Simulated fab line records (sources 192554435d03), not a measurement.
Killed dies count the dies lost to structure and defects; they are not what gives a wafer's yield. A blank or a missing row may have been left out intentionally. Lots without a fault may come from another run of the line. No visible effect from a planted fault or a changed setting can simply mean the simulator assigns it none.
Which tool is to blame? ; flow n5_finfet ; 30 wafers from 10 lots sampled at 5 of the route's 1938 steps

## WHAT EACH GAUGE READ, for each wafer
No reading from a measuring or inspecting step in the record can be judged against a usual standard deviation.

## WHICH TOOL RAN EACH LOT (tool, then ch and the chambers of the sampled wafers, then the start)
lot;N5_FIN_SAQP_MANDREL_ETCH_22;N5_FIN_SAQP_RECESS_75;N5_FIN_SAQP_ETCH_69;N5_FIN_SAQP_STRIP_70;N5_PASSIVATION_PROBE_49
L634;rie_si-03 ch 0,2, day 2 03:34;vapor_etch-02 ch 0,1, day 2 04:00;rie_diel-06 ch 1,3, day 2 06:25;rie_diel-06 ch 1,3, day 2 06:31;-
L638;rie_si-03 ch 2,3, day 3 04:20;vapor_etch-01 ch 0,1, day 3 04:57;rie_diel-04 ch 0,1, day 3 07:13;rie_diel-04 ch 0,1, day 3 07:19;-
L641;rie_si-04 ch 0,2, day 3 22:52;vapor_etch-02 ch 0, day 3 23:18;rie_diel-04 ch 0,1,2, day 4 01:19;rie_diel-04 ch 0,1,2, day 4 01:25;-
L643;rie_si-01 ch 0,1,2, day 4 10:37;vapor_etch-02 ch 0,1, day 4 11:02;rie_diel-04 ch 0,1,3, day 4 13:07;rie_diel-04 ch 0,1,3, day 4 13:13;-
L644;rie_si-04 ch 1,2,3, day 4 16:51;vapor_etch-02 ch 0,1, day 4 17:19;rie_diel-04 ch 0,1,3, day 4 21:10;rie_diel-04 ch 0,1,3, day 4 21:16;-
L645;rie_si-01 ch 2,3, day 4 21:47;vapor_etch-01 ch 0,1, day 4 22:13;rie_diel-02 ch 0,2,3, day 5 00:14;rie_diel-02 ch 0,2,3, day 5 00:20;prober-01, day 14 20:36
L651;rie_si-01 ch 0,1,2, day 6 09:40;vapor_etch-01 ch 0, day 6 10:05;rie_diel-06 ch 0,1,3, day 6 12:26;rie_diel-06 ch 0,1,3, day 6 12:32;-
L653;rie_si-01 ch 1,3, day 6 22:37;vapor_etch-02 ch 0,1, day 6 23:04;rie_diel-04 ch 0,1,2, day 7 02:38;rie_diel-04 ch 0,1,2, day 7 02:44;-
L654;rie_si-03 ch 1,2,3, day 7 04:38;vapor_etch-01 ch 0,1, day 7 05:03;rie_diel-02 ch 0,2,3, day 7 10:37;rie_diel-02 ch 0,2,3, day 7 10:43;-
L655;rie_si-03 ch 0,1,2, day 7 13:25;vapor_etch-01 ch 0,1, day 7 13:52;rie_diel-06 ch 1,2,3, day 7 16:20;rie_diel-06 ch 1,2,3, day 7 16:26;-
- N5_FIN_SAQP_MANDREL_ETCH_22: etches a-Si in HBr/Cl2, stops on SiNx, target depth 60 nm, bt time 10 s, time 30 s.
- N5_FIN_SAQP_RECESS_75: chemistry HF/NH3, target SiO2, target depth 14.4 nm, afs cycles 3, sublimation time 60 s.
- N5_FIN_SAQP_ETCH_69: etches SOC in N2/H2, stops on SiNx, target depth 150 nm.
- N5_FIN_SAQP_STRIP_70: strips in N2/H2.
- N5_PASSIVATION_PROBE_49

## AS READ BY THE TOOLS THEMSELVES (means over the sampled wafers that have a number; for cases with no such wafer, the mark the record gives instead)
N5_FIN_SAQP_MANDREL_ETCH_22.
lot;tool;bias_w (W);drypump_motor_current_A (A);oes_product_au (a.u.);rf_fwd_power_W (W);throttle_valve_pct (%)
L634;rie_si-03;75.11;5.8;0.760;794.9;35.39
L638;rie_si-03;74.93;5.4;0.765;794.5;35.36
L641;rie_si-04;74.93;5.5;0.780;798.0;35.19
L643;rie_si-01;74.99;6.0;0.761;795.4;35.31
L644;rie_si-04;75.11;5.5;0.777;796.7;35.26
L645;rie_si-01;74.79;6.4;0.776;794.5;35.42
L651;rie_si-01;75.14;6.0;0.757;796.0;35.33
L653;rie_si-01;74.85;6.4;0.778;797.0;35.57
L654;rie_si-03;75.08;5.5;0.771;796.4;35.18
L655;rie_si-03;74.77;5.8;0.764;796.0;35.19

N5_FIN_SAQP_RECESS_75.
lot;tool;drypump_motor_current_A (A);temp_c (C)
L634;vapor_etch-02;5.4;30.12
L638;vapor_etch-01;6.3;29.95
L641;vapor_etch-02;5.2;29.98
L643;vapor_etch-02;5.7;30.04
L644;vapor_etch-02;5.4;29.87
L645;vapor_etch-01;6.1;29.99
L651;vapor_etch-01;6.5;30.08
L653;vapor_etch-02;5.7;29.95
L654;vapor_etch-01;6.2;30.06
L655;vapor_etch-01;6.1;29.85

N5_FIN_SAQP_ETCH_69.
lot;tool;bias_w (W);drypump_motor_current_A (A);n2_flow_sccm (sccm);oes_product_au (a.u.);rf_fwd_power_W (W);rf_vpp_V (V);showerhead_plenum_p_Torr (Torr);throttle_valve_pct (%)
L634;rie_diel-06;60.86;5.2;200.5;0.71;842;242.3;2.60;18.07
L638;rie_diel-04;61.05;5.8;200.0;0.80;844;241.1;2.56;17.71
L641;rie_diel-04;60.96;5.6;199.5;0.87;1016;228.9;2.58;17.53
L643;rie_diel-04;60.84;5.7;200.2;0.81;1012;229.2;2.57;17.66
L644;rie_diel-04;61.09;5.8;200.5;0.81;1010;229.0;2.57;17.65
L645;rie_diel-02;61.18;5.3;199.6;0.81;843;240.8;2.57;17.86
L651;rie_diel-06;61.17;5.4;200.6;0.79;847;241.2;2.56;17.86
L653;rie_diel-04;61.16;5.6;200.3;0.82;842;240.6;2.57;17.57
L654;rie_diel-02;61.00;5.3;199.6;0.78;845;241.3;2.56;17.89
L655;rie_diel-06;61.05;5.5;200.1;0.82;842;240.6;2.54;17.84

N5_FIN_SAQP_STRIP_70.
lot;tool;drypump_motor_current_A (A);n2_flow_sccm (sccm);oes_product_au (a.u.);rf_vpp_V (V);showerhead_plenum_p_Torr (Torr);temp_c (C);throttle_valve_pct (%)
L634;rie_diel-06;5.2;300.1;0.71;122.7;3.43;40.04;19.1
L638;rie_diel-04;5.8;299.7;0.81;122.4;3.38;40.07;18.9
L641;rie_diel-04;5.7;300.4;0.87;121.8;3.40;39.90;18.7
L643;rie_diel-04;5.8;300.2;0.82;121.1;3.39;40.04;18.8
L644;rie_diel-04;5.8;300.3;0.81;122.2;3.39;39.84;18.8
L645;rie_diel-02;5.3;299.5;0.82;121.7;3.39;40.01;19.0
L651;rie_diel-06;5.4;301.6;0.80;121.7;3.37;40.05;19.0
L653;rie_diel-04;5.7;299.8;0.83;121.7;3.39;40.05;18.7
L654;rie_diel-02;5.3;300.3;0.78;122.1;3.37;40.02;19.1
L655;rie_diel-06;5.5;300.0;0.83;122.5;3.36;40.09;19.0

N5_PASSIVATION_PROBE_49.
lot;tool;killed_at_M0_to_M3;killed_at_M4_up;killed_at_contacts;killed_at_front_end;killed_at_other;killed_dies;killed_open;killed_short
L645;prober-01;45;9;14;38;2.7;109;73;36

## THE ANSWER, worked out from the rows above alone
Rule: the lots themselves supply what counts as usual. Put in order of their means at a reading, lots are off if they are a third of the lots or fewer, leave a main group of 4 or more, and stand apart from it by a gap of 3 or more times the standard deviation of the main group's means; of several such gaps the widest counts. The tables above print the reading to a certain number of digits; a main group whose means all agree to those digits is not used. A lot without any number at a reading at which 4 lots or more have one is off too. Any other lot the step has rows for is counted as sound. Order of review: gauges by route order, followed by the tools' own readings, for which a lot's mean as printed above is used. At the first step where some lot is off, the reading lying furthest off is the one used; lots without a number count as furthest.
Off, at N5_FIN_SAQP_ETCH_69 on rf_fwd_power_W: L641, L643, L644. The main group: mean 844 W, standard deviation 1.8.
A tool fits if, at that step or a process step before it, it ran every lot that is off, and no sound lot after the first of them. Of those tried, none fits.

## WHAT THE SIMULATOR PUT IN
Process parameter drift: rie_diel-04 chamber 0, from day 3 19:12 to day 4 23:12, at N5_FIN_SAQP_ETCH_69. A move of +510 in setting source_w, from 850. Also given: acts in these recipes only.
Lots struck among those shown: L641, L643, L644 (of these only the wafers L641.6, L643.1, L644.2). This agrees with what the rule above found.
